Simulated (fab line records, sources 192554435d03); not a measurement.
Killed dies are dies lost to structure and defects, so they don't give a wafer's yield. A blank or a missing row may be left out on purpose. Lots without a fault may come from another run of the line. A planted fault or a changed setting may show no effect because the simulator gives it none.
fab line records | flow n5_finfet
record lots=5 wafers=15 last_day=16
route steps=1938 shown MOL_CONTACT_COAG@623 BEOL_M0_SAQP@632 BEOL_M0@715 BEOL_M4@1111
lots that met no fault: from a run of the same line without faults
start_h: hours from the record's first day to the start of the lot's first wafer shown | wait_h: hours since the lot's step before | " the same as in the row above | L1.1+2: a row that stands for several wafers | - no value, or no start given | * or withheld: withheld | < > ~ a bound
route shown NAME@n: a module of which the file shows steps, and the number in the route of the first | usual: mean/standard deviation of fault-free wafers | same: alike in all rows | chamber/n: place in a boat | sites: the reading at each site | _std_site: their standard deviation | _edge_site: outer sites' mean less inner sites' | radius_mm: how far each site lies from the wafer's centre | mask NAME#n: copy n | behind: the tool/chamber that last shaped the wafer | hold: why the lot was held/for how many hours/how that ended | device: the transistor (n, p or np) that didn't switch | end of line: the same wafers' tests at the end of the route | a step without rows: its recipe alone | killed: dies lost to structure and defects at the first sort, not the wafer's yield | map: a wafer's dies, x killed, . not, _ none there
set.NAME: the setting as run; set.NAME@STEP: as run at that earlier step | model.NAME: the simulator's own value behind a step, which no gauge read
lots at some steps of the route; a table a step, a row a wafer
services: from which hour (start_h, from the record's first day; less than 0 if before it) a tool's chamber was out of use, for how many hours, and why
## steps
# step N5_MOL_CONTACT_COAG_PRE_CLEAN_121
# recipe gas=H2/He time_s=* temp_c=withheld
# step N5_MOL_CONTACT_COAG_CVD_140
# recipe material=W target_thk_a=665 mode=selective_fill temp_c=300 time_s=215
# step N5_MOL_CONTACT_COAG_PRECLEAN_127
# recipe chemistry=DIW time_s=57.5 temp_c=23
# step N5_MOL_CONTACT_COAG_SRD_128
# recipe dry_time_s=32 dry=n2_spin spin_rpm=1500
# step N5_MOL_CONTACT_COAG_CMP_52
# recipe stop_on=SiO2 t_overpolish_s=1.5 post_cmp_clean=w_dilute_nh4oh down_force_psi=4 platen_rpm=50.289 pad_velocity_m_s=1.0006 target_thk_nm=66.5
# step N5_MOL_CONTACT_COAG_ANNEAL_112
# recipe temp_c=400 time_s=1800 ambient=HPD2 pressure_atm=10
# step N5_BEOL_M0_SAQP_PECVD_00
# recipe material=SiCN target_thk_a=80 temp_c=withheld precursor=3MS/NH3 pressure_torr=3 rf_w=202 time_s=14
# step N5_BEOL_M0_SAQP_ILD_DEP_01
# recipe material=SiOC target_thk_a=454.19 temp_c=350 precursor=DEMS/O2 pressure_torr=5 rf_w=500 time_s=8.7
# step N5_BEOL_M0_SAQP_HM_DEP_02
# recipe material=TiN target_thk_a=120 temp_c=25 chamber_pressure_pa=0.49996
# step N5_BEOL_M0_SAQP_PECVD_03
# recipe material=SiCN target_thk_a=120 temp_c=withheld precursor=3MS/NH3 pressure_torr=3 rf_w=202 time_s=21.1
# usual run_length_s=51.4/0.38 showerhead_plenum_p_Torr=3.670/0.012 throttle_valve_pct=9.1/0.44
# columns lot.wafer tool chamber start_h wait_h run_length_s showerhead_plenum_p_Torr throttle_valve_pct model.SiCN_of_BEOL_M0_SAQP_PECVD_03.thk_nm
L180.2 pecvd-04 0 185.78 0.1 51.6 3.681 10.0 12
L180.5 " 1 " " 51.6 3.672 9.8 12.4
L180.6 " 2 " " 51.5 3.674 9.1 12.2
L181.1 pecvd-04 2 188.28 0.1 51.1 3.663 9.2 11.8
L181.2 " 0 " " 57.4 3.671 9.7 15.4
L181.3 " 1 " " 51.6 3.676 9.6 12
L183.2 pecvd-04 2 196.72 0.1 51.4 3.674 9.3 11.8
L183.5 " 1 " " 51.8 3.674 9.8 12
L183.6 " 0 " " 58.0 3.674 9.9 15.6
L185.1 pecvd-02 1 211.07 0.1 51.4 3.664 8.8 12
L185.4 " 2 " " 50.9 3.689 8.7 12.4
L185.6 " 0 " " 51.8 3.653 9.2 12.4
L186.1 pecvd-04 0 216.31 0.1 57.1 3.667 9.9 15.2
L186.2 " 1 " " 51.6 3.680 9.9 12
L186.3 " 1 " " 51.7 3.679 9.8 12.4
# step N5_BEOL_M0_SAQP_PECVD_96
# recipe material=a-Si target_thk_a=450 temp_c=350 precursor=SiH4/He pressure_torr=3 rf_w=100 time_s=45.2
# step N5_BEOL_M0_SAQP_PECVD_97
# recipe material=SiNx target_thk_a=230 temp_c=350 precursor=SiH4/NH3/N2 pressure_torr=1.5 rf_w=300 time_s=19.9
# step N5_BEOL_M0_SAQP_PECVD_04
# recipe material=a-Si target_thk_a=600 temp_c=350 precursor=SiH4/He pressure_torr=3 rf_w=100 time_s=60.2
# step N5_BEOL_M0_SAQP_HM_DEP_111
# recipe material=SiO2 target_thk_a=120 temp_c=400 precursor=SiH4/N2O pressure_torr=0.75 rf_w=275 time_s=7.2
# step N5_BEOL_M0_SAQP_COAT_81
# recipe resist=SOC temp_c=250 time_s=60 spin_rpm=1500 resist_thk_nm=100
# step N5_BEOL_M0_SAQP_COAT_82
# recipe resist=SiARC temp_c=220 time_s=60 spin_rpm=1500 resist_thk_nm=30
# step N5_BEOL_M0_SAQP_COAT_08
# recipe resist=CAR-ArF spin_rpm=1500 resist_thk_nm=90
# step N5_BEOL_M0_SAQP_EBR_10
# recipe solvent=PGMEA ebr_width_mm=1.5
# step N5_BEOL_M0_SAQP_SOFTBAKE_09
# recipe temp_c=110 time_s=60 resist=CAR-ArF
# step N5_BEOL_M0_SAQP_EXPOSE_11
# recipe mask_id=M0_CORE na=1.35 source_shape=dipole sigma_inner=0.538 sigma_outer=0.738 polarization=te target_cd_nm=42 dose_mj=55
# step N5_BEOL_M0_SAQP_PEB_12
# recipe peb_temp_c=withheld peb_time_s=60 resist=CAR-ArF
# step N5_BEOL_M0_SAQP_DEVELOP_13
# recipe develop_time_s=30 developer=TMAH resist=CAR-ArF dev_temp_c=23 rinse_liquid=diw dry=air_spin
# step N5_BEOL_M0_SAQP_DESCUM_19
# recipe chemistry=O2 time_s=7.9 source_power_w=50 bias_power_w=20 pressure_mtorr=20 rf_frequency_hz=2.712e+07 temp_c=40 resist=CAR-ArF o2_flow_sccm=225
# step N5_BEOL_M0_SAQP_ETCH_83
# recipe chemistry=CF4 target=SiARC target_depth_a=390 mask_material=CAR-ArF time_s=65 ion_energy_ev=80 pressure_mtorr=40 source_w=545 bias_w=36 Ar_flow_sccm=100 cf4_flow_sccm=100 ends=cleared
# step N5_BEOL_M0_SAQP_ETCH_84
# recipe chemistry=N2/H2 target=SOC target_depth_a=1000 overetch_a=200 mask_material=SiARC temp_c=40 time_s=150 ion_energy_ev=200 pressure_mtorr=30 source_w=840 bias_w=150 n2_flow_sccm=200 h2_flow_sccm=200
# step N5_BEOL_M0_SAQP_STRIP_80
# recipe chemistry=N2/H2 temp_c=40 n2_flow_sccm=200 h2_flow_sccm=200 rf_frequency_hz=6e+07
# step N5_BEOL_M0_SAQP_HM_OPEN_112
# recipe chemistry=CHF3/O2 target=SiO2 stop_on=a-Si target_depth_a=120 over_etch_frac=1.25 mask_material=SOC time_s=13.5 pressure_mtorr=30 source_w=650 bias_w=170 Ar_flow_sccm=200 CHF3_flow_sccm=50 O2_flow_sccm=5 ion_energy_ev=200 ends=end_point
# step N5_BEOL_M0_SAQP_STRIP_113
# recipe chemistry=CHF3/O2 resist=SiARC rf_frequency_hz=6e+07
# step N5_BEOL_M0_SAQP_MANDREL_ETCH_20
# recipe target_depth_a=600 chemistry=HBr/Cl2 target=a-Si stop_on=SiNx bt_time_s=10 mask_material=SOC over_etch_frac=0.5 time_s=30 pressure_mtorr=10 icp_w=800 bias_w=75 HBr_flow_sccm=150 Cl2_flow_sccm=80 ends=end_point
# step N5_BEOL_M0_SAQP_STRIP_86
# recipe chemistry=N2/H2 power_w=500 temp_c=40 pressure_mtorr=50 rf_frequency_hz=6e+07 overash_fraction=0.3 bias_power_w=28 h2_frac=0.5 n2_flow_sccm=300 h2_flow_sccm=300
# step N5_BEOL_M0_SAQP_STRIP_115
# recipe chemistry=post_etch_residue_remover time_s=60 temp_c=25 remover_ph=withheld remover_water_wt_pct=withheld remover_fluoride_wt_pct=withheld
# step N5_BEOL_M0_SAQP_SRD_93
# recipe dry=ipa_marangoni time_s=30 temp_c=23 rinse_liquid=diw
# step N5_BEOL_M0_SAQP_RECESS_114
# recipe chemistry=HF/NH3 target=SiO2 target_depth_a=144 afs_cycles=3 temp_c=30 sublimation_temp_c=180 sublimation_time_s=60
# step N5_BEOL_M0_SAQP_SPACER1_ALD_98
# recipe material=SiO2 target_thk_a=128 temp_c=300 ald_precursor_family=BDEAS ald_co_reactant=O2-plasma pulse_time_s=1 purge_time_s=2 co_reactant_purge_time_s=2 ald_cycles=138 pressure_torr=2
# step N5_BEOL_M0_SAQP_SPACER1_ETCHBACK_99
# recipe chemistry=CHF3/O2 mode=anisotropic_etchback target=SiO2 target_depth_a=154 time_s=7.7 pressure_mtorr=30 source_w=650 bias_w=170 Ar_flow_sccm=200 CHF3_flow_sccm=50 O2_flow_sccm=5 ion_energy_ev=200
# step N5_BEOL_M0_SAQP_RECESS_109
# recipe chemistry=HF/NH3 target=SiO2 target_depth_a=30 afs_cycles=1 temp_c=30 sublimation_temp_c=180 sublimation_time_s=60
# usual drypump_motor_current_A=5.6/0.62 sublimation_temp_c=179.97/0.14 temp_c=30.00/0.11
# columns lot.wafer tool chamber start_h wait_h drypump_motor_current_A sublimation_temp_c temp_c model.SiCN_of_BEOL_M0_SAQP_PECVD_03.thk_nm
L180.2 vapor_etch-02 0 189.21 0.0 5.1 180.12 29.90 8.6
L180.5 " 1 " " 6.0 179.99 30.09 8.8
L180.6 " 0 " " 5.1 179.73 30.07 8.6
L181.1 vapor_etch-01 0 192.41 0.0 4.8 179.75 29.87 8.4
L181.2 " 1 " " 6.5 179.88 30.02 12
L181.3 " 1 " " 6.5 180.01 29.90 8.4
L183.2 vapor_etch-02 1 200.05 0.0 6.0 179.83 30.04 8.4
L183.5 " 1 " " 6.0 179.94 30.09 8.4
L183.6 " 0 " " 5.1 179.75 30.02 12.2
L185.1 vapor_etch-02 1 214.31 0.0 6.0 179.87 29.93 8.6
L185.4 " 1 " " 6.0 179.89 29.73 8.8
L185.6 " 0 " " 5.1 180.07 30.07 9
L186.1 vapor_etch-02 1 220.40 0.0 6.0 179.96 29.85 11.8
L186.2 " 0 " " 5.1 180.03 29.83 8.6
L186.3 " 1 " " 6.0 179.89 30.04 9
# step N5_BEOL_M0_ETCH_138
# recipe chemistry=CH3F/O2 target_depth_a=120 target=SiCN time_s=31.6 ion_energy_ev=120 pressure_mtorr=30 source_w=395 bias_w=75 Ar_flow_sccm=150 CH3F_flow_sccm=30 O2_flow_sccm=20 ends=cleared
# usual drypump_motor_current_A=5.7/0.52 etch_rf_on_time_s=29.3/0.93 oes_product_au=0.66/0.063 rf_vpp_V=296.9/1.5 showerhead_plenum_p_Torr=1.98/0.069 throttle_valve_pct=16.44/0.18
# columns lot.wafer tool chamber start_h wait_h drypump_motor_current_A etch_rf_on_time_s oes_product_au rf_hours_counter_h rf_vpp_V showerhead_plenum_p_Torr throttle_valve_pct model.etch.depth_nm
L180.2 rie_diel-05 2 193.31 0.0 6.5 28.7 0.68 133 298.6 1.99 16.17 8.561
L180.5 " 0 " " 5.7 30.5 0.63 - 297.5 1.98 16.62 8.865
L180.6 " 3 " " 5.4 28.5 0.66 - 298.7 2.00 16.37 8.624
L181.1 rie_diel-05 0 195.46 0.0 5.8 29.2 0.63 188 297.6 1.98 16.61 8.413
L181.2 " 2 " " 6.5 31.0 0.67 133 297.6 1.99 16.19 9.231
L181.3 " 1 " " 6.1 28.6 0.62 205 295.5 1.88 16.57 8.456
L183.2 rie_diel-06 3 203.68 0.0 5.1 27.7 0.77 21 296.2 1.96 16.12 8.34
L183.5 " 0 " " 6.5 29.4 0.58 - 297.7 1.98 16.52 8.485
L183.6 " 1 " " 5.6 31.4 0.62 - 293.7 1.83 16.56 9.231
L185.1 rie_diel-04 1 217.62 0.0 5.8 29.5 0.72 59 298.1 2.04 16.55 8.64
L185.4 " 3 " " 4.9 29.9 0.62 172 293.7 1.92 16.60 8.899
L185.6 " 3 " " 4.9 30.3 0.62 - 296.3 1.92 16.61 9.009
L186.1 rie_diel-05 3 223.87 0.0 5.4 30.1 0.65 181 296.8 1.99 16.41 9.231
L186.2 " 2 " " 6.5 28.9 0.68 143 296.7 1.99 16.19 8.584
L186.3 " 1 " " 6.1 30.2 0.61 215 295.2 1.88 16.58 8.994
# step N5_BEOL_M0_ETCH_128
# recipe chemistry=CF4/N2 target_depth_a=120 overetch_a=51 target=SiCN time_s=21.4 ion_energy_ev=150 pressure_mtorr=40 source_w=430 bias_w=70 Ar_flow_sccm=100 cf4_flow_sccm=60 n2_flow_sccm=60
# usual cf4_flow_sccm=59.98/0.16 drypump_motor_current_A=5.7/0.52 oes_product_au=0.54/0.054 rf_vpp_V=382.1/2.1 showerhead_plenum_p_Torr=2.19/0.081 throttle_valve_pct=15.53/0.19
# columns lot.wafer tool chamber start_h wait_h cf4_flow_sccm drypump_motor_current_A oes_product_au rf_hours_counter_h rf_vpp_V showerhead_plenum_p_Torr throttle_valve_pct model.etch.depth_nm
L181.1 rie_diel-05 1 196.61 0.4 60.17 6.1 0.49 205 379.4 2.09 15.76 8.413
L181.2 " 0 " " 60.16 5.7 0.60 188 382.6 2.18 15.75 11.98
L181.3 " 2 " " 59.97 6.5 0.54 133 384.0 2.20 15.34 8.456
L180.2 rie_diel-05 1 196.73 0.4 59.87 6.1 0.49 205 379.5 2.09 15.77 8.561
L180.5 " 2 " " 60.01 6.5 0.55 - 383.5 2.20 15.36 8.865
L180.6 " 1 " " 59.95 6.1 0.49 - 380.5 2.09 15.77 8.624
L183.2 rie_diel-05 0 204.12 0.1 60.14 5.8 0.50 192 380.0 2.18 15.75 8.34
L183.5 " 1 " " 60.01 6.2 0.49 - 378.9 2.09 15.77 8.485
L183.6 " 0 " " 60.04 5.7 0.60 - 380.1 2.18 15.76 12.13
L185.1 rie_diel-06 2 218.78 0.0 59.87 5.6 0.60 36 383.0 2.23 15.13 8.64
L185.4 " 3 " " 60.03 5.1 0.62 - 381.9 2.16 15.21 8.899
L185.6 " 2 " " 60.15 5.6 0.62 - 384.9 2.23 15.15 9.009
L186.1 rie_diel-04 3 224.40 0.0 59.87 4.9 0.57 175 380.1 2.11 15.71 11.81
L186.2 " 0 " " 59.88 6.0 0.51 148 386.8 2.30 15.60 8.584
L186.3 " 2 " " 59.92 4.9 0.50 220 385.0 2.27 15.58 8.994
# step N5_BEOL_M4_RC_MEAS_101
# usual DIBL_N=35.9/1.9 DIBL_P=35.8/2.4 IOFF_N=0.15/0.031 IOFF_P=0.21/0.037 ION_N=672/13 ION_P=462/8.3 SS_N=71.5/0.72 SS_P=73.2/0.67 VT_N=250/3.4 VT_P=-250/3.4
# columns lot.wafer tool chamber start_h wait_h DIBL_N[mV/V] DIBL_P[mV/V] IOFF_N[nA/um] IOFF_P[nA/um] ION_N[uA/um] ION_P[uA/um] SS_N[mV/dec] SS_P[mV/dec] VT_N[mV] VT_P[mV]
L181.1 prober-01 0 244.71 0.0 34.5 33.8 0.13 0.18 654 449 71.2 72.0 254 -251
L181.2 " 0 " " 32.3 32.7 0.11 0.17 660 460 70.3 72.0 251 -250
L181.3 " 0 " " 33.7 35.3 0.13 0.20 675 468 71.3 72.5 248 -248
L180.2 prober-01 0 253.21 0.2 36.7 37.0 0.17 0.26 680 473 72.0 73.4 249 -245
L180.5 " 0 " " 36.3 35.2 0.16 0.22 688 470 72.1 72.8 248 -249
L180.6 " 0 " " 34.6 34.0 0.13 0.21 669 465 70.4 73.2 251 -246
L183.2 prober-01 0 256.32 0.2 36.8 38.0 0.19 0.25 689 482 71.8 73.1 247 -244
L183.5 " 0 " " 37.3 39.0 0.20 0.25 692 471 71.9 74.5 244 -247
L183.6 " 0 " " 37.6 39.7 0.21 0.28 685 469 72.6 73.5 245 -243
L185.1 prober-02 0 260.98 0.0 39.3 38.9 0.20 0.26 675 465 72.4 74.0 245 -247
L185.4 " 0 " " 38.9 37.3 0.19 0.23 681 461 73.0 74.1 247 -250
L185.6 " 0 " " 37.5 36.9 0.16 0.23 676 470 72.7 74.3 249 -248
L186.1 prober-01 0 286.81 0.0 36.6 36.6 0.16 0.20 692 476 71.8 73.1 249 -251
L186.2 " 0 " " 39.5 39.0 0.20 0.24 691 469 72.5 74.2 249 -248
L186.3 " 0 " " 37.1 36.9 0.15 0.21 673 461 71.7 73.8 251 -250
## services
# columns tool chamber start_h hours kind
rie_diel-04 0 167.03 32.6 repair
pecvd-02 1 178.29 16.5 scheduled_down
rie_diel-04 3 191.39 5.6 repair
pecvd-04 0 192.99 2.1 scheduled_down
pecvd-04 2 202.38 - clean
pecvd-04 2 202.38 - consumable_replace:showerhead
pecvd-04 2 202.38 29.0 scheduled_down
pecvd-04 2 202.38 29.0 vent_cycle
rie_diel-06 0 204.57 - clean
rie_diel-06 0 204.57 - consumable_replace:focus_ring
rie_diel-06 0 204.57 14.5 scheduled_down
rie_diel-06 0 204.57 14.5 vent_cycle
pecvd-02 0 216.74 2.1 scheduled_down
rie_diel-05 - 219.24 0.6 repair
## key
first_sign step=N5_BEOL_M0_SAQP_PECVD_03 reading=run_length_s direction=up sigmas=16 usual=* struck=*
effect none on later readings
model_effect step=N5_BEOL_M0_SAQP_PECVD_03 value=SiCN_of_BEOL_M0_SAQP_PECVD_03.thk_nm without=12.07 struck=15.4
model_effect step=N5_BEOL_M0_SAQP_RECESS_109 value=SiCN_of_BEOL_M0_SAQP_PECVD_03.thk_nm without=8.667 struck=12
model_effect step=N5_BEOL_M0_ETCH_138 value=etch.depth_nm without=8.656 struck=9.231
model_effect step=N5_BEOL_M0_ETCH_128 value=etch.depth_nm without=8.656 struck=11.97
met_at N5_BEOL_M0_SAQP_PECVD_03
struck_wafers L181.2,L183.6,L186.1
onset_between 185.78 188.28
fault kind=process_parameter_drift tool=pecvd-04 chamber=0 onset_h=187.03 steps=N5_BEOL_M0_SAQP_PECVD_03 channel=time_s offset=* shape=step end_h=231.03 acts_in=* stated=*
